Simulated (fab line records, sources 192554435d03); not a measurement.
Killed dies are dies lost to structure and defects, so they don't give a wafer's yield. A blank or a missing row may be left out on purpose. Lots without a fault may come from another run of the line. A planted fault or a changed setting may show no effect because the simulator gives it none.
Which tool did it? | flow n5_finfet | 12 lots, 36 wafers sampled, at 1 step of a route of 1938

WHAT THE GAUGES READ, wafer by wafer
N5_ILD0_THK_MEAS_08.
lot  | measured    | on            | thk_nm (nm)
L075 | day 3 22:20 | film_metro-01 | 139.5 139.0 138.3
L076 | day 4 10:33 | film_metro-02 | 140.5 140.2 139.0
L079 | day 4 21:40 | film_metro-01 | 140.0 140.2 138.4
L081 | day 5 06:01 | film_metro-01 | 138.9 139.0 140.4
L083 | day 5 20:02 | film_metro-02 | 138.9 139.6 138.7
L085 | day 6 09:02 | film_metro-02 | 138.3 138.7 138.8
L087 | day 6 21:43 | film_metro-02 | 137.8 139.7 139.2
L089 | day 7 06:03 | film_metro-01 | 136.9 138.9 139.2
L090 | day 7 20:24 | film_metro-02 | 139.4 138.2 139.1
L093 | day 8 15:36 | film_metro-02 | 139.9 138.4 138.3
L095 | day 9 00:12 | film_metro-01 | 138.5 137.4 137.9
L097 | day 9 13:44 | film_metro-02 | 140.1 141.5 140.2

WHICH TOOL RAN EACH LOT (tool, then ch and the chambers of the sampled wafers, then the start)
The record holds no process step before these readings.

THE ANSWER, worked out from the rows above alone
Rule: what is usual is taken from the lots themselves. Put in order of their means at a reading, lots are off if they are a third of the lots or fewer, leave a main group of 4 or more, and stand apart from it by a gap of 3 or more times the standard deviation of the main group's means; of several such gaps the widest counts. A main group whose means are all the same, to the digits that the tables above print for the reading, isn't used. A lot without any number at a reading at which 4 lots or more have one is off too. The other lots that the step has rows for count as sound.
No lot is off at any reading shown: from this, nothing can be told.

WHAT THE SIMULATOR HAD PUT IN
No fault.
